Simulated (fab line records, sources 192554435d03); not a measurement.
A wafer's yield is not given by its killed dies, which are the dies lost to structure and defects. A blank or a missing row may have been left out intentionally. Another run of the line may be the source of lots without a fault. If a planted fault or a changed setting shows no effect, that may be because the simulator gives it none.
8D (eight disciplines) problem report, filled in by code    flow n5-finfet    the parts of the form that need people (team, actions taken, sign-off) are left out

## 1. THE ISSUE
At N5_PASSIVATION_PROBE_49, killed_at_M0_to_M3 averages 134 over 6 wafers from 2 lots, while fault-free wafers read 34, standard deviation 11. That puts it +9.1 standard deviations away from the usual mean.
First observed at day 18 15:42: wafer L781.2, on prober-01. The record holds 30 wafers of 10 lots with a number at this step. Rule for "out", or "out of limits": more than 4 standard deviations from the usual mean. All remaining wafers that have a number are taken as sound.

## 2. WHAT THIS IS AND IS NOT
question                     is                                                                                  is not
which readings at this step  killed_at_M0_to_M3, defect-limited-yield, killed-dies, sort-n-pass, sort-yield-pct  killed-at-contacts, killed-at-front-end, killed-at-other, killed-short, sort_bin_6_memory
which lots                   L781, L785                                                                          L766, L770, L773, L774, L775, L776, L778, L779
which wafers of those lots   all that have a number                                                              -
read on which tools          prober-01                                                                           prober-02
when                         from day 18 15:42                                                                   up to then (24 sound wafers)

## 3. THE SUSPECTS, EACH WITH WHAT RULES IT OUT
Counting: a tool at a process step up to the reading stays a suspect if it ran every lot that is out and no sound lot after the first of them.
- ald-sin-02 at N5_BEOL_M1_ALD_98 (deposits SiO2, target thk 2.5 nm, pulse time 1 s, co reactant pulse time 1 s): kept. It processed each lot that is out, first L781 at day 10 01:19, and no sound lot thereafter; up to then, the last sound lot it processed was L778 at day 9 11:49.
- rie-diel-01 at N5_MIM_BOT_ETCH_STRIP_01 (strips in O2): kept. It processed each lot that is out, first L781 at day 18 07:50, and no sound lot thereafter; up to then, the last sound lot it processed was L774 at day 16 11:05.
- rie-diel-06 at N5_PASSIVATION_ETCH_15 (etches SiCN in CF4/N2, target depth 75 nm, time 81.2 s): kept. It processed each lot that is out, first L781 at day 18 10:50, and no sound lot thereafter; up to then, the last sound lot it processed was L778 at day 18 01:57. Because N5_PASSIVATION_ETCH_15 lacks a start for some lots, the hours and order of its lots are taken from N5_PASSIVATION_AL_ETCH_33.
- prober-01 at N5_PASSIVATION_PROBE_49: kept. It processed each lot that is out, first L781 at day 18 15:42, and no sound lot thereafter; up to then, the last sound lot it processed was L778 at day 18 06:50. On those wafers its own readings are out: defect-limited-yield, killed_at_M0_to_M3, killed-dies, sort-n-pass, sort-yield-pct.
Left after counting: ald-sin-02 at N5_BEOL_M1_ALD_98, rie-diel-01 at N5_MIM_BOT_ETCH_STRIP_01, rie-diel-06 at N5_PASSIVATION_ETCH_15, prober-01 at N5_PASSIVATION_PROBE_49.

## 4. THE CAUSE (what the simulator had put in)
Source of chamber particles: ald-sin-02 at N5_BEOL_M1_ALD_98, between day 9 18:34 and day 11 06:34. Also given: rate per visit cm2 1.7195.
Counting left 4 suspects, and this tool is among them.

## 5. SEQUENCE OF EFFECTS, ordered by route
Each row: a reading where the mean over the struck wafers with a number is more than 3 standard deviations away from the usual. Only readings whose record carries a usual standard deviation are examined. hours: median over the lots of the time between each lot's start at the first step of this table that gives one and its start at this step. sigmas: the change, counted in usual standard deviations.
hours  step                     reading               usual   on struck wafers  change  sigmas
0      N5_PASSIVATION_PROBE_49  defect-limited-yield  91.5 %  83.5              -8.0    -5.7
0      N5_PASSIVATION_PROBE_49  killed_at_M0_to_M3    34      134               +100    +9.1
0      N5_PASSIVATION_PROBE_49  killed-dies           101     195               +94     +5.5
0      N5_PASSIVATION_PROBE_49  killed-on-rim         13      30                +17     +4.3
0      N5_PASSIVATION_PROBE_49  sort_bin_5_function   5.0 %   9.5               +4.5    +4.6
0      N5_PASSIVATION_PROBE_49  sort-n-pass           1079    985               -94     -5.5
0      N5_PASSIVATION_PROBE_49  sort-yield-pct        91.4 %  83.5              -7.9    -5.7
The process steps in it:
- N5_PASSIVATION_PROBE_49

## 6. HOW IT WOULD HAVE BEEN CAUGHT EARLIER
213 hours passed between the start of the fault at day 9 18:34 and the first reading out of limits in this record, taken at day 18 15:42.
No tool reading at N5_BEOL_M1_ALD_98 that has a usual standard deviation in the record was out on any struck wafer, so an alarm limit of 4 standard deviations on those readings would not have fired.
All the lots that are out (2) had begun N5_BEOL_M1_ALD_98 on ald-sin-02 by day 18 15:42. Had the tool been put on hold then, not one of them would have been saved.
